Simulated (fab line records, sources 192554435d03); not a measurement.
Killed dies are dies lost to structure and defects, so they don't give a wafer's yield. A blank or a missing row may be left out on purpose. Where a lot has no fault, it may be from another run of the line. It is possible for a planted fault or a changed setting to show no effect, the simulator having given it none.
A struck lot beside a sound one / flow n5_finfet / 36 steps out of a route of 1938
Sound: wafers L264.1, L264.3, L264.4. Wafers L258.4, L258.5, L258.6 were the ones struck. The cause is named last.
Order at every step that has rows: each side's tool, ch and its chambers, its first start. Under that, the readings that differ: sound wafers / struck wafers / difference of the means / sigmas: that difference in standard deviations of wafers without a fault.
alike: readings whose means differ by less than 2 such deviations, and words and numbers that are the same on both sides. not compared: withheld readings, readings that some wafer has no value for, bounds like >300 that may hide the same value, and numbers for which the record gives no deviation and whose values overlap.
Wherever a step has rows on one side only, a row that says differs or no value, or a row with sigmas, the two part there. Non-overlapping numbers with no deviation appear without sigmas and do not part them. Lack of a reading on every wafer of one side parts them only where that side has two or more wafers.

first, 9 steps without rows for these wafers: N5_BEOL_M4_ANNEAL_95 (time 240 s); N5_BEOL_M4_SPUTTER_96 (material Cu, target thk 4.5 nm, time 8.29 s); N5_BEOL_M4_ECD_50 (material Cu, target thk 300 nm); N5_BEOL_M4_ANNEAL_51 (time 90 s); N5_BEOL_M4_CMP_52 (polishes, stops on SiOC, t overpolish 6.8 s, target thk 40 nm); N5_BEOL_M4_PRE_CLEAN_60 (time 15 s); N5_BEOL_M4_CO_CAP_55 (material Co, precursor CCTBA/H2, target thk 2 nm, time 102.1 s); N5_BEOL_M4_PRE_CLEAN_56 (time 15 s); N5_BEOL_M4_DEP_57 (deposits SiCN from 3MS/NH3, target thk 8 nm, time 14 s).
N5_BEOL_M4_RC_MEAS_101:
  sound on prober-01 ch 0, day 17 20:22; struck on prober-01 ch 0, day 14 20:58
  alike: DIBL_N, DIBL_P, IOFF_N, IOFF_P, ION_N, ION_P, SS_N, SS_P, VT_N, VT_P
then, 24 steps without rows for these wafers: N5_BEOL_M5_ILD_DEP_00 (deposits SiCOH lowk from DEMS/porogen, target thk 140.64 nm, time 25.9 s); N5_BEOL_M5_CURE_79 (cures SiCOH lowk, time 240 s); N5_BEOL_M5_PECVD_70 (deposits SiO2 from TEOS/O2, target thk 16 nm, time 18 s); N5_BEOL_M5_HM_DEP_02 (deposits TiN, target thk 20 nm); N5_BEOL_M5_COAT_59 (time 60 s, resist thk 60 nm); N5_BEOL_M5_COAT_60 (time 60 s, resist thk 12 nm); N5_BEOL_M5_COAT_71 (time 60 s, resist thk 5 nm); N5_BEOL_M5_COAT_05 (resist thk 30 nm); N5_BEOL_M5_EBR_07; N5_BEOL_M5_SOFTBAKE_06 (time 60 s); N5_BEOL_M5_EXPOSE_08 (exposes mask M5, target cd 28 nm); N5_BEOL_M5_PEB_09 (peb time 60 s); N5_BEOL_M5_DEVELOP_10 (develop time 30 s); N5_BEOL_M5_DESCUM_16 (chemistry O2, time 7 s); N5_BEOL_M5_ETCH_72 (etches underlayer in N2/H2, target depth 6.5 nm, time 5.2 s); N5_BEOL_M5_ETCH_61 (etches SiARC in CF4, target depth 15.6 nm, time 26 s); N5_BEOL_M5_ETCH_62 (etches SOC in N2/H2, target depth 75 nm, overetch 15 nm, time 112.5 s); N5_BEOL_M5_STRIP_63 (strips in N2/H2); N5_BEOL_M5_STRIP_73 (strips in N2/H2); N5_BEOL_M5_STRIP_64 (strips in CF4); N5_BEOL_M5_HM_OPEN_17 (chemistry Cl2/BCl3, target TiN, target depth 20 nm, overetch 6 nm); N5_BEOL_M5_STRIP_19 (strips in O2); N5_BEOL_M5_COAT_65 (time 60 s, resist thk 60 nm); N5_BEOL_M5_COAT_66 (time 60 s, resist thk 12 nm).
N5_BEOL_M6_DEP_56: deposits SiCN from 3MS/NH3, target thk 10 nm, time 17.5 s.
  sound on pecvd-02 ch 0,2, day 18 20:30; struck on pecvd-04 ch 0,1,2, day 16 17:59
  no value came back on the struck wafers for chamber_pressure_Torr (Torr), rf_fwd_power_W (W), showerhead_plenum_p_Torr (Torr), throttle_valve_pct (%); on the sound wafers chamber_pressure_Torr (Torr) reads 3.000 3.006 3.008
-- a jump in the record: the struck wafers' starts before and after are 4 days apart (it breaks off in module BEOL_M6 and resumes in module PASSIVATION, where the first step shown is number 1936 of the route) --
N5_PASSIVATION_PROBE_49:
  sound: prober-01 at day 22 20:26; struck: prober-01 at day 20 18:21
reading=defect_limited_yield (%); sound=91.1 90.2 87.8; struck=0 0 0; difference=-90; sigmas=-60
reading=killed_at_M4_up; sound=15 14 15; struck=1106 1103 1108; difference=+1091; sigmas=+99 or more
reading=killed_dies; sound=105 116 144; struck=1180 1180 1180; difference=+1058; sigmas=+59
reading=killed_on_rim; sound=9 19 20; struck=152 152 152; difference=+136; sigmas=+38
reading=killed_open; sound=71 87 93; struck=58 52 52; difference=-30; sigmas=-2
reading=sort_bin_5_function (%); sound=5.7 6.4 7.4; struck=96.6 97.0 96.8; difference=+90.3; sigmas=+82
reading=sort_n_pass; sound=1075 1064 1036; struck=0 0 0; difference=-1058; sigmas=-59
reading=sort_yield_pct (%); sound=91.1 90.2 87.8; struck=0 0 0; difference=-90; sigmas=-60
  alike: killed_at_M0_to_M3, killed_at_contacts, killed_at_front_end, killed_at_other, killed_short, sort_bin_6_memory, sort_bin_8_speed

## WHERE THEY PART
Last at N5_PASSIVATION_PROBE_49 as far as this record goes, first at N5_BEOL_M6_DEP_56.

WHY: what the simulator had put in
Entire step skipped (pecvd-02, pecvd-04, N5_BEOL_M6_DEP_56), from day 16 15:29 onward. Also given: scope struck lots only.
